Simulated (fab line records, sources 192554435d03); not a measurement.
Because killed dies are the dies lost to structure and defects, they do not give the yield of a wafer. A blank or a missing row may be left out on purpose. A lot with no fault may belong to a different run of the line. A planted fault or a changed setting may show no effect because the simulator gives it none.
fab line records    flow n5Finfet
[record] lots = 4  wafers = 12  lastDay = 17
route steps=1938 shown BEOL_M15@1824 PASS1_DEP@1831 MIM_BOT@1832 MIM_TOP@1834 MIM_TOP_LITHO@1839 PASSIVATION@1936
lots that met no fault: from a run of the same line without faults
startH: hours from the record's first day to the start of the lot's first wafer shown    waitH: time in hours since the lot's previous step    " unchanged from the row above    L1.1+2: one row covering several wafers at once    - either no value or no given start    * or withheld: withheld    < > ~ a bound
route shown NAME@n: NAME is a module with steps in the file, n the number in the route of the first one    usual: the fault-free wafers' mean and standard deviation    same: alike in all rows    chamber/n: place in a boat    sites: the reading at each site    _std_site: how widely they spread, as a standard deviation    _edge_site: mean of outer sites minus mean of inner sites    radiusMm: for every site, how far away it sits from the centre of the wafer    mask NAME#n: copy n    behind: the last tool/chamber to shape the wafer    hold: reason for holding the lot/hours on hold/outcome of the hold    device: names the non-switching transistor (n, p or np)    end of line: the route-end tests of the same wafers    for a step that has no rows: nothing shown but its recipe    killed: count of dies lost to structure and defects at first sort (not the wafer's yield)    map: a wafer's dies, marking killed ones x, the rest . and places with no die _
set.NAME: the setting as run; set.NAME@STEP: as run at that earlier step    model.NAME: the simulator's own value behind a step, which no gauge read
lots at selected steps of the route; one table per step, one row per wafer
services: from which hour (startH, from the record's first day; less than 0 if before it) a tool's chamber was out of use, for how many hours, and why
[[steps]]
[step N5_BEOL_M15_CMP_49]
[recipe] stopOn = SiO2  tOverpolishS = 4.9  downForcePsi = 2  platenRpm = 80  clearingPlatenDownForcePsi = 2  clearingPlatenRpm = 80  postCmpClean = cuAlkaline  targetThkNm = 850  clearingPlatenPadVelocityMS = 1.5917  padVelocityMS = 1.5917
[step N5_BEOL_M15_PRE_CLEAN_52]
[recipe] gas = NH3  timeS = 15  tempC = withheld  rfPowerW = 300
[step N5_BEOL_M15_DEP_53]
[recipe] material = SiCN  targetThkA = 500  tempC = withheld  precursor = 3MS/NH3  pressureTorr = 3  rfW = 675  timeS = 17.8
[step N5_PASSIVATION_PECVD_00]
[recipe] material = SiO2  targetThkA = 2000  tempC = 400  precursor = SiH4/N2O  pressureTorr = 2.7  rfW = 608  timeS = 11.2
[step N5_MIM_BOT_DEGAS_01]
[recipe] ambient = vacuum  tempC = 300  timeS = 60
[step N5_MIM_BOT_SPUTTER_00]
[recipe] material = TiN  targetThkA = 350  tempC = 200  powerW = 3000  chamberPressurePa = 0.49996  gas = Ar  reactivePartialPa = 0.37997  timeS = 89.7
[step N5_MIM_TOP_ALD_00]
[recipe] material = Al2O3  targetThkA = *  tempC = withheld  aldPrecursorFamily = TMA  aldCoReactant = O3  pulseTimeS = withheld  purgeTimeS = 3  coReactantPurgeTimeS = withheld  coReactantPulseTimeS = 3  aldCycles = withheld
[step N5_MIM_TOP_ALD_01]
[recipe] material = HfO2  targetThkA = 56  tempC = withheld  aldPrecursorFamily = Hf-amide  aldCoReactant = O3  pulseTimeS = 1  purgeTimeS = 3  coReactantPurgeTimeS = 2  coReactantPulseTimeS = 3  aldCycles = 62
[step N5_MIM_TOP_ALD_02]
[recipe] material = Al2O3  targetThkA = *  tempC = withheld  aldPrecursorFamily = TMA  aldCoReactant = O3  pulseTimeS = withheld  purgeTimeS = 3  coReactantPurgeTimeS = withheld  coReactantPulseTimeS = 3  aldCycles = withheld
[usual] precursorPulseHeightRel = 1.000/0.019
lot.wafer  tool      chamber  startH  waitH  precursorPulseHeightRel
L924.2     aldHk-01  0        261     -      1.030
L924.4     "         1        "       "      1.023
L924.5     "         2        "       "      0.984
L928.2     aldHk-02  2        280     -      1.008
L928.3     "         3        "       "      0.987
L928.6     "         0        "       "      1.003
L941.1     aldHk-01  1        385     -      0.969
L941.2     "         3        "       "      1.019
L941.3     "         0        "       "      1.009
L942.2     aldHk-01  0        392     -      1.009
L942.3     "         2        "       "      0.995
L942.6     "         1        "       "      0.981
[step N5_MIM_TOP_DEGAS_04]
[recipe] ambient = vacuum  tempC = 300  timeS = 60
[step N5_MIM_TOP_SPUTTER_03]
[recipe] material = TiN  targetThkA = 350  tempC = 200  powerW = 3000  chamberPressurePa = 0.49996  gas = Ar  reactivePartialPa = 0.37997  timeS = 89.7
[step N5_MIM_TOP_LITHO_HMDS_01]
[recipe] timeS = 60  tempC = 120
[step N5_MIM_TOP_LITHO_COAT_02]
[recipe] spinRpm = *  resistThkNm = *
[step N5_MIM_TOP_LITHO_EBR_04]
[recipe] solvent = PGMEA  ebrWidthMm = 1.5
[step N5_MIM_TOP_LITHO_SOFTBAKE_03]
[recipe] tempC = 100  timeS = 90
[step N5_MIM_TOP_LITHO_EXPOSE_05]
[recipe] maskId = MIM_TOP  na = 0.55  sourceShape = conventional  sigmaOuter = 0.8  polarization = unpolarized  targetCdNm = 2000  doseMj = 20.5
[step N5_MIM_TOP_LITHO_PEB_06]
[recipe] pebTempC = withheld  pebTimeS = *
[step N5_MIM_TOP_LITHO_DEVELOP_07]
[recipe] developTimeS = 60  rinseLiquid = diw  dry = airSpin  devTempC = 21
[step N5_MIM_TOP_LITHO_HARDBAKE_09]
[recipe] tempC = 130  timeS = 120
[step N5_MIM_TOP_LITHO_INSPECT_12]
[recipe] mode = adi  inspectInstrument = macro
[usual] rawDefectCount = 2.4/1.4
lot.wafer  tool              chamber  startH  waitH  rawDefectCount
L924.2     defectInspect-02  -        263.08  0.0    1
L924.4     "                 -        "       "      1
L924.5     "                 -        "       "      3
L928.2     defectInspect-01  -        281.39  0.0    3
L928.3     "                 -        "       "      2
L928.6     "                 -        "       "      3
L941.1     defectInspect-01  -        386.58  0.0    >300
L941.2     "                 -        "       "      >300
L941.3     "                 -        "       "      >300
L942.2     defectInspect-01  -        396.03  0.0    >300
L942.3     "                 -        "       "      >300
L942.6     "                 -        "       "      >300
[step N5_MIM_TOP_LITHO_DESCUM_10]
[recipe] chemistry = O2  timeS = 7.9  sourcePowerW = 50  biasPowerW = 20  pressureMtorr = 20  rfFrequencyHz = 2.712e+07  tempC = 40  o2FlowSccm = 225
[step N5_PASSIVATION_PROBE_49]
[usual] defectLimitedYield = 91.1/1.3  killed_at_M0_to_M3 = 35/11  killed_at_M4_up = 13/5.4  killedAtContacts = 14/6.5  killedAtFrontEnd = 41/11  killedAtOther = 4/3.1  killedDies = 106/15  killedOpen = 69/12  killedShort = 35/7  sort_bin_5_function = 5.2/0.86  sort_bin_6_memory = 3.4/0.64  sort_bin_8_speed = 0.00/0.049  sortNPass = 1074/15  sortYieldPct = 91.0/1.3
[same] grossDies = 1180  killedAtBackSide = 0  sort_bin_4_leakage[%] = 0
lot.wafer  tool       chamber  startH  waitH  defectLimitedYield[%]  killed_at_M0_to_M3  killed_at_M4_up  killedAtContacts  killedAtFrontEnd  killedAtOther  killedDies  killedOpen  killedShort  sort_bin_5_function[%]  sort_bin_6_memory[%]  sort_bin_8_speed[%]  sortNPass  sortYieldPct[%]
L924.2     prober-02  -        273.11  0.1    93.0                   31                  9                7                 35                1              83          39          44           3.8                     3.1                   0                    1097       93.0
L924.4     prober-02  -        273.21  0.2    92.2                   29                  16               9                 38                0              92          60          30           4.2                     3.1                   0                    1088       92.2
L924.5     prober-02  -        273.26  0.2    90.3                   35                  13               15                51                0              114         67          44           5.6                     3.7                   0                    1066       90.3
L928.2     prober-01  -        293.49  0.1    91.6                   46                  8                15                28                2              99          64          34           4.7                     3.1                   0                    1081       91.6
L928.3     prober-01  -        293.54  0.1    91.7                   40                  16               12                30                0              98          65          29           4.5                     3.6                   0                    1082       91.7
L928.6     prober-01  -        293.69  0.3    92.6                   37                  7                22                19                2              87          55          31           4.0                     3.1                   0                    1093       92.6
L941.1     prober-02  -        398.72  0.5    79.9                   35                  12               11                33                146            237         66          26           12.8                    3.8                   0                    943        79.9
L941.2     prober-02  -        398.77  0.6    81.2                   49                  18               16                37                102            222         76          44           11.0                    4.3                   0                    958        81.2
L941.3     prober-02  -        398.82  0.6    78.4                   42                  14               10                24                165            255         56          34           13.0                    4.3                   0                    925        78.4
L942.2     prober-02  -        406.77  0.1    78.4                   50                  21               6                 24                154            255         61          37           13.8                    3.9                   0.42                 920        78.0
L942.3     prober-02  -        406.82  0.1    79.8                   47                  12               6                 30                143            238         63          28           11.9                    4.5                   0                    942        79.8
L942.6     prober-02  -        406.97  0.3    81.4                   37                  12               9                 28                134            220         57          30           10.8                    3.8                   0                    960        81.4
// killed by level:class
L924.2 BEOL_M1:geometricParticle:short=11 BEOL_M3:geometricParticle:open=8 FIN_SAQP:geometricParticle:short=7 BEOL_M3:geometricParticle:short=6 FIN_SAQP:geometricParticle:open=5 MOL_CONTACT_COAG:geometricParticle:short=4 STI_FIN_REVEAL:geometricParticle:open=4 STARTING-WAFER:geometricParticle:short=4
L924.4 BEOL_M4:geometricParticle:open=11 FIN_SAQP:geometricParticle:short=9 BEOL_M1:geometricParticle:open=8 BEOL_M3:geometricParticle:open=8 STI_FIN_REVEAL:geometricParticle:open=6 MOL_CONTACT_COAG:geometricParticle:open=5 GATE_CUT:geometricParticle:short=4 GATE_CUT:geometricParticle:open=4
L924.5 FIN_SAQP:geometricParticle:short=16 FIN_SAQP:geometricParticle:open=9 BEOL_M3:geometricParticle:open=9 MOL_CONTACT_COAG:geometricParticle:open=8 BEOL_M0:geometricParticle:short=7 STI_FIN_REVEAL:geometricParticle:open=6 DUMMY_GATE:geometricParticle:open=6 MOL_CONTACT_COAG:geometricParticle:short=6
L928.2 MOL_CONTACT_COAG:geometricParticle:open=12 BEOL_M1:geometricParticle:open=9 FIN_SAQP:geometricParticle:open=8 BEOL_M3:geometricParticle:open=8 BEOL_M3:geometricParticle:short=7 BEOL_M2:geometricParticle:open=6 GATE_CUT:geometricParticle:short=5 BEOL_M0_SAQP:geometricParticle:open=5
L928.3 MOL_CONTACT_COAG:geometricParticle:open=11 BEOL_M0_SAQP:geometricParticle:open=11 STI_FIN_REVEAL:geometricParticle:open=8 BEOL_M0_SAQP:geometricParticle:short=7 DUMMY_GATE:geometricParticle:open=6 BEOL_M3:geometricParticle:open=6 BEOL_M3:geometricParticle:short=6 BEOL_M2:geometricParticle:open=5
L928.6 MOL_CONTACT_COAG:geometricParticle:open=17 BEOL_M0_SAQP:geometricParticle:short=10 BEOL_M3:geometricParticle:short=7 DUMMY_GATE:geometricParticle:open=5 MOL_CONTACT_COAG:geometricParticle:short=5 BEOL_M0_SAQP:geometricParticle:open=4 BEOL_M1:geometricParticle:open=4 BEOL_M2:geometricParticle:open=4
L941.1 MIM_TOP:unspecified=144 FIN_SAQP:geometricParticle:open=10 MOL_CONTACT_COAG:geometricParticle:open=10 BEOL_M0_SAQP:geometricParticle:open=9 FIN_SAQP:geometricParticle:short=6 BEOL_M2:geometricParticle:open=5 BEOL_M0:geometricParticle:open=5 BEOL_M4:geometricParticle:open=5
L941.2 MIM_TOP:unspecified=100 BEOL_M0_SAQP:geometricParticle:short=17 MOL_CONTACT_COAG:geometricParticle:open=14 STI_FIN_REVEAL:geometricParticle:open=13 BEOL_M0_SAQP:geometricParticle:open=13 BEOL_M4:geometricParticle:open=10 BEOL_M2:geometricParticle:open=9 BEOL_M1:geometricParticle:open=4
L941.3 MIM_TOP:unspecified=164 BEOL_M0_SAQP:geometricParticle:open=19 BEOL_M0_SAQP:geometricParticle:short=15 BEOL_M4:geometricParticle:open=10 MOL_CONTACT_COAG:geometricParticle:open=8 FIN_SAQP:geometricParticle:short=6 DUMMY_GATE:geometricParticle:open=4 ILD0:geometricParticle:open=4
L942.2 MIM_TOP:unspecified=154 BEOL_M0_SAQP:geometricParticle:open=13 BEOL_M0_SAQP:geometricParticle:short=10 GATE_CUT:geometricParticle:short=9 BEOL_M5:geometricParticle:open=9 BEOL_M1:geometricParticle:open=6 BEOL_M2:geometricParticle:open=6 BEOL_M3:geometricParticle:open=6
L942.3 MIM_TOP:unspecified=143 BEOL_M3:geometricParticle:open=11 BEOL_M0_SAQP:geometricParticle:short=8 BEOL_M2:geometricParticle:open=8 BEOL_M1:geometricParticle:open=7 BEOL_M4:geometricParticle:open=6 STARTING-WAFER:geometricParticle:open=5 STI_FIN_REVEAL:geometricParticle:open=4
L942.6 MIM_TOP:unspecified=131 BEOL_M0_SAQP:geometricParticle:open=11 STI_FIN_REVEAL:geometricParticle:open=8 MOL_CONTACT_COAG:geometricParticle:open=8 BEOL_M1:geometricParticle:open=8 FIN_SAQP:geometricParticle:short=6 BEOL_M0_SAQP:geometricParticle:short=6 BEOL_M2:geometricParticle:open=5
// map L941.3 (x killed, . not)
_________________..x....x.x..________________
______________...x.xxxxx..x.xx.._____________
___________.x....xxxxxxxxxxxx...x..__________
__________x......xxxxxxxxxxxx..x...._________
________......x.xxxxxxxxxxxxx........._______
_______x...x....xxxxxxxxxxxxxxx....x...______
______..x.......xxxxxxxxxxxxxxxxx......._____
_____....x....xxxxxxxxxxxxxxxxx......x...____
____...........x.xxxxxxxxxxxxxx...........___
___.............xxxxxxxxxxxxxx.............__
___.....x.x.x..x.xxxxxxxxxxx.xx............__
__.............x.xx.xxxxxxxx.xx............._
__...........x..x..x..x.xxxxx........x......_
_...........x.x.....x.x.xxx...............xx.
_......x.............................x.......
_....x...x...........x...................x...
_xx.......x.x..x.......................x.....
_..x.x.......................................
_xx....................xx............x.....x.
_....x.......x...........x.........x....x....
_.............x....x....x..............x.....
__.....x.....x......x.....x................._
__.........................................._
___.......................x.x..............__
___.......x..x....x......x................x__
____.x.....x.x..........x.......x.........___
_____x........x.x...................x....____
______.........................x........_____
_______...x...............x...x...x.x..______
________...........................x.._______
__________......xxx................._________
___________......x.x............xxx__________
______________...x..x....x......_____________
_________________......x.....________________
// map L942.2 (x killed, . not)
_________________..xxx...xx..________________
______________.....x.x....x....._____________
___________..x...xxxxxxxxxxxxx..x..__________
__________........xxxxxxxxxxxx..x..._________
________....x..xxxxxxxxxxxxxxxxx......_______
_______.........xxxxxxxxxxxxxx.xx......______
______.x....x...xxxxxxxxxxxxxxxxx......._____
_____.........xxxxxxxxxxxxxxxxxx...x.....____
____.x.........xxxxxxxxxxxxxxxxx.........x___
___............xxx.xxxxxxxxxxx.............__
___.....xx...x..xxxxxxxxxxxx...x...........__
__.............xxxxxxxxxxxx.x........x......_
__............x...x..xx.xx.x................_
_....................xxxxx.x........x........
_.x............x....xxx.x...x..........x.....
_..............x.............x..x..........x.
_..........x.........x.........x..........x..
_.........x.....................x............
_..............x..x..........................
_.............................x.......x...x..
_.....x.x....x..........x...x................
__..x.......x...x......x.......x.....x...x.._
__...x.................x...x........x......._
___.................x....x.....x...........__
___.x.x.x..x...........x.........x.........__
____.....x..x.....x........x............x.___
_____........x........................x.x____
______.x.....x...x...x.................._____
_______................x....x..........______
________.......................x......_______
__________............x.x..........._________
___________......x...........x.....__________
______________.....x............_____________
_________________.x.x........________________
[[services]]
tool      chamber  startH  hours  kind
aldHk-01  -        329.06  0.5    repair
aldHk-02  -        355.17  0.7    repair
[[key]]
[firstSign] step = N5_MIM_TOP_LITHO_INSPECT_12  reading = rawDefectCount  direction = up  sigmas = 99+  usual = 2.4  struck = >300
[effect] step = N5_PASSIVATION_PROBE_49  reading = killedAtOther  direction = up  sigmas = 45  usual = 4  struck = 141
[moreKillsBornAt] N5_MIM_TOP_ALD_02@aldHk-01 = 836
metAt N5_MIM_TOP_ALD_02
struckWafers L941.1,L941.2,L941.3,L942.2,L942.3,L942.6
onsetBetween 261 385
alsoFits time
[fault] kind = chamberParticleSource  tool = aldHk-01  chamber = -  onsetH = 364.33  steps = N5_MIM_TOP_ALD_02  ratePerVisitCm2 = 1.9038  endH = 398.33
